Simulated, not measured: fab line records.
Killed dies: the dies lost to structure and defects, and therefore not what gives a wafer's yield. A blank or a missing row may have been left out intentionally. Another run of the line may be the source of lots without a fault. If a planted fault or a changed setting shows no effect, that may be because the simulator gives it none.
Chamber matching || flow nand-harc || 4 sister chambers for NHARC_A_BONDPAD_STRIP_15 on rie-diel-08
The step strips in O2. 39 wafers are shown with their chamber, then 12 later ones without.

WAFERS WITH THEIR CHAMBER
{"wafer": "L074.3", "chamber": 1, "drypump-motor-current-A (A)": 6.0, "oes-product-au (a.u.)": 0.995, "rf-vpp-V (V)": 57.1}
{"wafer": "L074.5", "chamber": 0, "drypump-motor-current-A (A)": 6.1, "oes-product-au (a.u.)": 1.006, "rf-vpp-V (V)": 57.3}
{"wafer": "L074.6", "chamber": 3, "drypump-motor-current-A (A)": 6.6, "oes-product-au (a.u.)": 1.014, "rf-vpp-V (V)": 57.2}
{"wafer": "L077.2", "chamber": 2, "drypump-motor-current-A (A)": 4.7, "oes-product-au (a.u.)": 1.002, "rf-vpp-V (V)": 57.2}
{"wafer": "L077.3", "chamber": 0, "drypump-motor-current-A (A)": 6.1, "oes-product-au (a.u.)": 1.015, "rf-vpp-V (V)": 57.6}
{"wafer": "L077.5", "chamber": 0, "drypump-motor-current-A (A)": 6.1, "oes-product-au (a.u.)": 1.013, "rf-vpp-V (V)": 57.4}
{"wafer": "L081.2", "chamber": 2, "drypump-motor-current-A (A)": 4.7, "oes-product-au (a.u.)": 1.003, "rf-vpp-V (V)": 58.1}
{"wafer": "L081.3", "chamber": 3, "drypump-motor-current-A (A)": 6.6, "oes-product-au (a.u.)": 0.999, "rf-vpp-V (V)": 56.1}
{"wafer": "L081.4", "chamber": 1, "drypump-motor-current-A (A)": 6.0, "oes-product-au (a.u.)": 1.006, "rf-vpp-V (V)": 59.2}
{"wafer": "L082.1", "chamber": 1, "drypump-motor-current-A (A)": 6.0, "oes-product-au (a.u.)": 0.989, "rf-vpp-V (V)": 56.8}
{"wafer": "L082.2", "chamber": 0, "drypump-motor-current-A (A)": 6.1, "oes-product-au (a.u.)": 1.010, "rf-vpp-V (V)": 56.9}
{"wafer": "L082.4", "chamber": 3, "drypump-motor-current-A (A)": 6.6, "oes-product-au (a.u.)": 1.001, "rf-vpp-V (V)": 57.0}
{"wafer": "L084.1", "chamber": 0, "drypump-motor-current-A (A)": 6.1, "oes-product-au (a.u.)": 1.009, "rf-vpp-V (V)": 57.8}
{"wafer": "L084.2", "chamber": 2, "drypump-motor-current-A (A)": 4.7, "oes-product-au (a.u.)": 1.000, "rf-vpp-V (V)": 58.8}
{"wafer": "L084.6", "chamber": 0, "drypump-motor-current-A (A)": 6.1, "oes-product-au (a.u.)": 1.022, "rf-vpp-V (V)": 56.5}
{"wafer": "L085.2", "chamber": 2, "drypump-motor-current-A (A)": 4.8, "oes-product-au (a.u.)": 0.993, "rf-vpp-V (V)": 58.2}
{"wafer": "L085.3", "chamber": 0, "drypump-motor-current-A (A)": 6.1, "oes-product-au (a.u.)": 1.004, "rf-vpp-V (V)": 56.9}
{"wafer": "L085.6", "chamber": 3, "drypump-motor-current-A (A)": 6.6, "oes-product-au (a.u.)": 1.006, "rf-vpp-V (V)": 57.7}
{"wafer": "L086.3", "chamber": 1, "drypump-motor-current-A (A)": 6.0, "oes-product-au (a.u.)": 0.997, "rf-vpp-V (V)": 57.1}
{"wafer": "L086.4", "chamber": 0, "drypump-motor-current-A (A)": 6.1, "oes-product-au (a.u.)": 1.007, "rf-vpp-V (V)": 56.5}
{"wafer": "L086.6", "chamber": 1, "drypump-motor-current-A (A)": 6.0, "oes-product-au (a.u.)": 0.991, "rf-vpp-V (V)": 56.9}
{"wafer": "L086.1", "chamber": 2, "drypump-motor-current-A (A)": 4.7, "oes-product-au (a.u.)": 0.998, "rf-vpp-V (V)": 57.6}
{"wafer": "L086.2", "chamber": 3, "drypump-motor-current-A (A)": 6.6, "oes-product-au (a.u.)": 0.995, "rf-vpp-V (V)": 57.4}
{"wafer": "L086.5", "chamber": 0, "drypump-motor-current-A (A)": 6.1, "oes-product-au (a.u.)": 1.007, "rf-vpp-V (V)": 58.2}
{"wafer": "L088.1", "chamber": 0, "drypump-motor-current-A (A)": 6.1, "oes-product-au (a.u.)": 1.006, "rf-vpp-V (V)": 56.8}
{"wafer": "L088.4", "chamber": 1, "drypump-motor-current-A (A)": 6.0, "oes-product-au (a.u.)": 0.991, "rf-vpp-V (V)": 59.8}
{"wafer": "L088.6", "chamber": 1, "drypump-motor-current-A (A)": 6.0, "oes-product-au (a.u.)": 0.995, "rf-vpp-V (V)": 57.3}
{"wafer": "L088.2", "chamber": 2, "drypump-motor-current-A (A)": 4.7, "oes-product-au (a.u.)": 0.991, "rf-vpp-V (V)": 58.9}
{"wafer": "L088.3", "chamber": 3, "drypump-motor-current-A (A)": 6.6, "oes-product-au (a.u.)": 0.993, "rf-vpp-V (V)": 58.6}
{"wafer": "L088.5", "chamber": 2, "drypump-motor-current-A (A)": 4.7, "oes-product-au (a.u.)": 0.994, "rf-vpp-V (V)": 57.9}
{"wafer": "L092.1", "chamber": 1, "drypump-motor-current-A (A)": 6.0, "oes-product-au (a.u.)": 0.993, "rf-vpp-V (V)": 57.7}
{"wafer": "L092.2", "chamber": 2, "drypump-motor-current-A (A)": 4.7, "oes-product-au (a.u.)": 0.995, "rf-vpp-V (V)": 57.6}
{"wafer": "L092.4", "chamber": 0, "drypump-motor-current-A (A)": 6.1, "oes-product-au (a.u.)": 1.003, "rf-vpp-V (V)": 56.8}
{"wafer": "L090.1", "chamber": 1, "drypump-motor-current-A (A)": 6.0, "oes-product-au (a.u.)": 1.000, "rf-vpp-V (V)": 58.3}
{"wafer": "L090.3", "chamber": 3, "drypump-motor-current-A (A)": 6.6, "oes-product-au (a.u.)": 1.010, "rf-vpp-V (V)": 56.4}
{"wafer": "L090.4", "chamber": 2, "drypump-motor-current-A (A)": 4.7, "oes-product-au (a.u.)": 1.010, "rf-vpp-V (V)": 60.0}
{"wafer": "L090.2", "chamber": 0, "drypump-motor-current-A (A)": 6.1, "oes-product-au (a.u.)": 1.015, "rf-vpp-V (V)": 57.3}
{"wafer": "L090.5", "chamber": 3, "drypump-motor-current-A (A)": 6.6, "oes-product-au (a.u.)": 1.001, "rf-vpp-V (V)": 57.9}
{"wafer": "L090.6", "chamber": 0, "drypump-motor-current-A (A)": 6.1, "oes-product-au (a.u.)": 1.016, "rf-vpp-V (V)": 56.3}

SIGNATURES (averages over the wafers above)
{"reading": "drypump-motor-current-A", "chamber 0": 6.100, "chamber 1": 6.000, "chamber 2": 4.711, "chamber 3": 6.600, "scatter within a chamber": 0.0159}
{"reading": "oes-product-au", "chamber 0": 1.01023, "chamber 1": 0.99522, "chamber 2": 0.99844, "chamber 3": 1.00238, "scatter within a chamber": 0.00597}
{"reading": "rf-vpp-V", "chamber 0": 57.100, "chamber 1": 57.800, "chamber 2": 58.256, "chamber 3": 57.288, "scatter within a chamber": 0.819}
Rule: for a wafer and a chamber, the distance is found by dividing, reading by reading, the gap between the wafer's reading and the chamber's mean by the reading's scatter, squaring, summing and taking the root. The wafer belongs to the nearest chamber; if the next one is less than 2 further off, it can't be placed. How the scatter is found: for the shown wafers, subtract from each reading the mean of its chamber, square and add these, divide the total by (wafers less chambers), then take the root.

WAFERS WHOSE CHAMBER IS MISSING
{"wafer": "L093.1", "drypump-motor-current-A (A)": 6.0, "oes-product-au (a.u.)": 1.013, "rf-vpp-V (V)": 59.0}
{"wafer": "L093.4", "drypump-motor-current-A (A)": 4.7, "oes-product-au (a.u.)": 1.004, "rf-vpp-V (V)": 58.2}
{"wafer": "L093.6", "drypump-motor-current-A (A)": 4.7, "oes-product-au (a.u.)": 1.004, "rf-vpp-V (V)": 58.5}
{"wafer": "L096.1", "drypump-motor-current-A (A)": 6.0, "oes-product-au (a.u.)": 1.000, "rf-vpp-V (V)": 57.8}
{"wafer": "L096.3", "drypump-motor-current-A (A)": 4.8, "oes-product-au (a.u.)": 1.001, "rf-vpp-V (V)": 58.4}
{"wafer": "L096.4", "drypump-motor-current-A (A)": 6.1, "oes-product-au (a.u.)": 1.007, "rf-vpp-V (V)": 57.6}
{"wafer": "L097.3", "drypump-motor-current-A (A)": 6.6, "oes-product-au (a.u.)": 1.002, "rf-vpp-V (V)": 57.1}
{"wafer": "L097.4", "drypump-motor-current-A (A)": 4.7, "oes-product-au (a.u.)": 0.994, "rf-vpp-V (V)": 58.3}
{"wafer": "L097.6", "drypump-motor-current-A (A)": 6.6, "oes-product-au (a.u.)": 0.998, "rf-vpp-V (V)": 57.7}
{"wafer": "L097.1", "drypump-motor-current-A (A)": 6.1, "oes-product-au (a.u.)": 1.012, "rf-vpp-V (V)": 57.8}
{"wafer": "L097.2", "drypump-motor-current-A (A)": 6.0, "oes-product-au (a.u.)": 1.008, "rf-vpp-V (V)": 59.9}
{"wafer": "L097.5", "drypump-motor-current-A (A)": 4.8, "oes-product-au (a.u.)": 1.006, "rf-vpp-V (V)": 58.2}

THE CHAMBER EACH PASSED THROUGH
{"wafer": "L093.1", "from the rows above": 1, "in truth": 1}
{"wafer": "L093.4", "from the rows above": 2, "in truth": 2}
{"wafer": "L093.6", "from the rows above": 2, "in truth": 2}
{"wafer": "L096.1", "from the rows above": 1, "in truth": 1}
{"wafer": "L096.3", "from the rows above": 2, "in truth": 2}
{"wafer": "L096.4", "from the rows above": 0, "in truth": 0}
{"wafer": "L097.3", "from the rows above": 3, "in truth": 3}
{"wafer": "L097.4", "from the rows above": 2, "in truth": 2}
{"wafer": "L097.6", "from the rows above": 3, "in truth": 3}
{"wafer": "L097.1", "from the rows above": 0, "in truth": 0}
{"wafer": "L097.2", "from the rows above": 1, "in truth": 1}
{"wafer": "L097.5", "from the rows above": 2, "in truth": 2}
Correct placement for 12 of the 12. Not placeable from these rows: 0. Placed wrongly: 0.
